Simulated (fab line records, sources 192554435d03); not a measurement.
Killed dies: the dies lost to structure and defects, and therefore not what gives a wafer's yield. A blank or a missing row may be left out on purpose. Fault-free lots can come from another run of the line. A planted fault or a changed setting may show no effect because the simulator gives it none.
fab line records    flow n5-finfet    part 2 of 2: steps 25 to 30 of 30
record: lots: 5  wafers: 15  last-day: 17
route steps=1938 shown HKMG_FIN@461 GATE_CUT@465
lots with no fault: from the same line, run without faults
start-h: hours from the record's opening day to when the first of the lot's shown wafers began    wait-h: how many hours have passed since the lot's step before this one    " identical to the entry in the row above    L1.1+2: a single row standing in for several wafers    - no value, or no start was given    * or withheld: withheld    < > ~ a bound
route shown NAME@n: names a module that has steps shown in the file, with the first one's number in the route    usual: mean/standard deviation taken from wafers without a fault    same: alike in all rows    chamber/n: place in a boat    sites: each site's reading    _std_site: the standard deviation of these    _edge_site: inner sites' mean taken away from outer sites' mean    radius-mm: how far each site lies from the wafer's centre    mask NAME#n: copy n    behind: tool/chamber where the wafer was last shaped    hold: why the lot went on hold/how many hours it stayed there/how the hold came to an end    device: the n, p or np transistor that did not switch    end of line: the tests these same wafers got at the end of their route    a step given without rows: its recipe and nothing more    killed: count of dies lost to structure and defects at first sort (not the wafer's yield)    map: a wafer's dies, x killed, . not, _ none there
set.NAME: the setting the step ran with; set.NAME@STEP: the setting that earlier step ran with    model.NAME: the simulator's own value behind a step, which no gauge read
lots at some steps of the route; a table a step, a row a wafer
services: the hour from which a tool's chamber was out of use, counted from the record's first day as start-h (under 0 if before that day), plus the number of hours and why
== steps ==
step: N5_GATE_CUT_CD_MEAS_13
recipe: target-cd-nm: 20  landing-energy-ev: 500  detector: se-inlens
usual: cd-nm: 20.06/0.26
lot.wafer  tool       chamber  start-h  wait-h  cd-nm
L077.1     cd-sem-01  0        101.51   -       20.27
L077.3     "          0        "        "       20.41
L077.5     "          0        "        "       20.25
L083.2     cd-sem-01  0        137.18   -       20.08
L083.4     "          0        "        "       20.20
L083.5     "          0        "        "       20.00
L084.1     cd-sem-01  0        144.29   -       20.23
L084.2     "          0        "        "       20.04
L084.3     "          0        "        "       20.40
L085.1     cd-sem-03  0        150.99   -       19.95
L085.2     "          0        "        "       20.12
L085.3     "          0        "        "       19.87
L093.2     cd-sem-02  0        195.59   -       20.27
L093.4     "          0        "        "       19.98
L093.6     "          0        "        "       20.10
step: N5_GATE_CUT_OVL_MEAS_14
recipe: points-per-wafer: 522
usual: GATE_CUT_OVL: 0.0/0.76
lot.wafer  tool        chamber  start-h  wait-h  GATE_CUT_OVL[nm]
L077.1     overlay-02  0        101.54   0.0     1.5
L077.3     "           0        "        "       0.1
L077.5     "           0        "        "       1.3
L083.2     overlay-02  0        137.22   0.0     0.7
L083.4     "           0        "        "       0.9
L083.5     "           0        "        "       0.1
L084.1     overlay-02  0        144.32   0.0     0.9
L084.2     "           0        "        "       1.3
L084.3     "           0        "        "       1.6
L085.1     overlay-01  0        151.02   0.0     -0.8
L085.2     "           0        "        "       -0.6
L085.3     "           0        "        "       -0.9
L093.2     overlay-02  0        195.62   0.0     0.2
L093.4     "           0        "        "       1.2
L093.6     "           0        "        "       0.5
step: N5_GATE_CUT_INSPECT_15
recipe: mode: adi  inspect-instrument: brightfield
usual: raw-defect-count: 130/40
lot.wafer  tool               chamber  start-h  wait-h  raw-defect-count
L077.1     defect-inspect-01  -        101.60   0.1     231
L077.3     "                  -        "        "       196
L077.5     "                  -        "        "       246
L083.2     defect-inspect-02  -        137.27   0.0     102
L083.4     "                  -        "        "       116
L083.5     "                  -        "        "       110
L084.1     defect-inspect-01  -        144.39   0.1     97
L084.2     "                  -        "        "       109
L084.3     "                  -        "        "       66
L085.1     defect-inspect-01  -        151.08   0.1     112
L085.2     "                  -        "        "       98
L085.3     "                  -        "        "       137
L093.2     defect-inspect-02  -        195.67   0.0     112
L093.4     "                  -        "        "       81
L093.6     "                  -        "        "       133
step: N5_GATE_CUT_DESCUM_18
recipe: chemistry: O2  time-s: 7  source-power-w: 50  bias-power-w: 20  pressure-mtorr: 20  rf-frequency-hz: 2.712e+07  temp-c: 40  resist: CAR-EUV  o2-flow-sccm: 225
usual: drypump-motor-current-A: 5.8/0.33  oes-product-au: 0.79/0.085  rf-vpp-V: 243.3/1.3  showerhead-plenum-p-Torr: 2.10/0.078  throttle-valve-pct: 20.44/0.27
lot.wafer  tool         chamber  start-h  wait-h  drypump-motor-current-A  oes-product-au  rf-hours-counter-h  rf-vpp-V  showerhead-plenum-p-Torr  throttle-valve-pct
L077.1     rie-diel-06  3        101.85   0.3     6.3                      0.72            179                 241.3     2.00                      20.20
L077.3     "            1        "        "       5.9                      0.78            124                 243.3     2.01                      20.54
L077.5     "            0        "        "       5.5                      0.72            -                   243.4     2.17                      20.91
L083.2     rie-diel-04  2        137.46   0.2     6.0                      0.68            245                 243.5     2.16                      20.78
L083.4     "            0        "        "       5.7                      0.93            16                  243.5     2.06                      19.97
L083.5     "            0        "        "       5.8                      0.92            -                   241.8     2.06                      19.97
L084.1     rie-diel-03  0        144.42   0.0     5.5                      0.71            228                 245.4     2.16                      20.34
L084.2     "            1        "        "       5.9                      0.73            189                 243.7     2.08                      20.38
L084.3     "            3        "        "       6.6                      0.83            80                  242.5     2.04                      20.52
L085.1     rie-diel-04  2        151.13   0.1     6.1                      0.68            249                 243.6     2.16                      20.80
L085.2     "            0        "        "       5.8                      0.91            20                  241.6     2.05                      19.97
L085.3     "            3        "        "       5.7                      0.87            50                  245.5     2.22                      20.27
L093.2     rie-diel-04  0        195.71   0.0     5.8                      0.89            35                  242.0     2.05                      19.98
L093.4     "            0        "        "       5.8                      0.90            -                   241.5     2.05                      20.00
L093.6     "            2        "        "       6.0                      0.98            -                   246.1     2.15                      20.39
step: N5_GATE_CUT_ETCH_28
recipe: chemistry: N2/H2  target: underlayer  target-depth-a: 130  mask-material: CAR-EUV  time-s: 10.4  ion-energy-ev: 200  pressure-mtorr: 30  source-w: 840  bias-w: 150  n2-flow-sccm: 200  h2-flow-sccm: 200  ends: cleared
usual: drypump-motor-current-A: 5.8/0.33  etch-rf-on-time-s: 10.35/0.15  oes-product-au: 0.67/0.071  rf-vpp-V: 524.0/2.8  showerhead-plenum-p-Torr: 2.55/0.093  throttle-valve-pct: 17.9/0.31
lot.wafer  tool         chamber  start-h  wait-h  drypump-motor-current-A  etch-rf-on-time-s  oes-product-au  rf-hours-counter-h  rf-vpp-V  showerhead-plenum-p-Torr  throttle-valve-pct
L077.1     rie-diel-06  3        101.89   0.0     6.4                      10.31              0.62            179                 520.9     2.43                      17.6
L077.3     "            1        "        "       6.0                      10.34              0.66            124                 520.4     2.45                      18.0
L077.5     "            0        "        "       5.5                      10.36              0.61            -                   526.7     2.64                      18.4
L083.2     rie-diel-04  2        137.49   0.0     6.1                      10.26              0.59            245                 526.1     2.61                      18.3
L083.4     "            0        "        "       5.8                      10.17              0.79            16                  523.0     2.50                      17.4
L083.5     "            0        "        "       5.8                      10.18              0.79            -                   521.6     2.50                      17.4
L084.1     rie-diel-03  0        144.46   0.0     5.5                      10.54              0.61            228                 524.8     2.62                      17.7
L084.2     "            1        "        "       5.9                      10.64              0.62            189                 522.4     2.52                      17.9
L084.3     "            3        "        "       6.6                      10.51              0.69            80                  522.7     2.46                      17.7
L085.1     rie-diel-04  2        151.16   0.0     6.0                      10.36              0.57            249                 526.9     2.61                      18.3
L085.2     "            0        "        "       5.8                      10.38              0.77            20                  522.2     2.50                      17.4
L085.3     "            3        "        "       5.7                      10.34              0.74            50                  526.5     2.70                      17.7
L093.2     rie-diel-04  0        195.74   0.0     5.8                      10.22              0.75            35                  522.2     2.49                      17.4
L093.4     "            0        "        "       5.7                      10.22              0.76            -                   522.2     2.49                      17.4
L093.6     "            2        "        "       6.1                      10.11              0.83            -                   524.2     2.61                      17.8
step: N5_GATE_CUT_ETCH_36
recipe: chemistry: CF4  target: SiARC  target-depth-a: 130  mask-material: CAR-EUV  time-s: 21.7  ion-energy-ev: 80  pressure-mtorr: 40  source-w: 545  bias-w: 36  Ar_flow_sccm: 100  cf4-flow-sccm: 100  ends: cleared
usual: drypump-motor-current-A: 5.8/0.33  etch-rf-on-time-s: 21.6/0.36  oes-product-au: 0.67/0.071  rf-vpp-V: 184.0/1.2  showerhead-plenum-p-Torr: 2.15/0.074  throttle-valve-pct: 15.61/0.27
lot.wafer  tool         chamber  start-h  wait-h  drypump-motor-current-A  etch-rf-on-time-s  oes-product-au  rf-hours-counter-h  rf-vpp-V  showerhead-plenum-p-Torr  throttle-valve-pct
L077.1     rie-diel-06  3        101.91   0.0     6.4                      21.9               0.61            179                 183.8     2.05                      15.36
L077.3     "            1        "        "       5.9                      21.3               0.66            124                 181.6     2.07                      15.76
L077.5     "            0        "        "       5.5                      21.7               0.60            -                   186.1     2.22                      16.08
L083.2     rie-diel-04  2        137.51   0.0     6.1                      21.3               0.58            245                 184.4     2.19                      15.91
L083.4     "            0        "        "       5.8                      21.3               0.79            16                  182.9     2.11                      15.15
L083.5     "            0        "        "       5.7                      21.3               0.79            -                   184.3     2.11                      15.16
L084.1     rie-diel-03  0        144.48   0.0     5.5                      22.4               0.60            228                 184.7     2.20                      15.57
L084.2     "            1        "        "       5.9                      22.5               0.61            189                 184.3     2.13                      15.65
L084.3     "            3        "        "       6.6                      22.1               0.69            80                  182.2     2.08                      15.60
L085.1     rie-diel-04  2        151.18   0.0     6.1                      21.3               0.58            249                 184.2     2.19                      15.91
L085.2     "            0        "        "       5.8                      21.3               0.78            20                  183.3     2.11                      15.15
L085.3     "            3        "        "       5.7                      21.3               0.75            50                  185.2     2.26                      15.40
L093.2     rie-diel-04  0        195.76   0.0     5.8                      21.4               0.75            35                  182.4     2.10                      15.20
L093.4     "            0        "        "       5.8                      21.3               0.75            -                   182.2     2.10                      15.20
L093.6     "            2        "        "       6.1                      21.2               0.83            -                   184.9     2.19                      15.42
== services ==
tool            chamber  start-h  hours  kind
rie-diel-03     -        76.80    0.4    repair
euv-scanner-02  -        77.58    4.6    pm
pecvd-04        -        90.88    1.2    repair
euv-scanner-01  -        96.48    6.5    repair
rie-metal-03    -        104.56   0.4    repair
rie-diel-06     -        106.40   2.8    pm
rie-diel-04     3        108.80   7.5    repair
cmp-04          -        110.05   3.5    repair
euv-scanner-01  -        113.63   1.5    repair
cmp-03          -        114.02   4.0    pm
euv-scanner-02  -        116.72   0.7    repair
euv-scanner-01  -        122.05   1.0    pm
cmp-02          -        123.99   7.3    pm
cmp-01          -        126.15   2.8    repair
euv-scanner-02  -        126.20   1.0    pm
cmp-03          -        129.11   5.0    pm
euv-scanner-01  -        144.78   4.6    pm
rie-diel-04     1        146.38   8.4    repair
euv-scanner-02  -        162.57   1.8    repair
euv-scanner-02  -        175.94   6.2    pm
ald-sin-01      -        178.53   14.0   pm
euv-scanner-02  -        183.20   1.0    pm
cmp-01          -        195.05   4.0    repair
rie-diel-04     3        195.40   5.2    repair
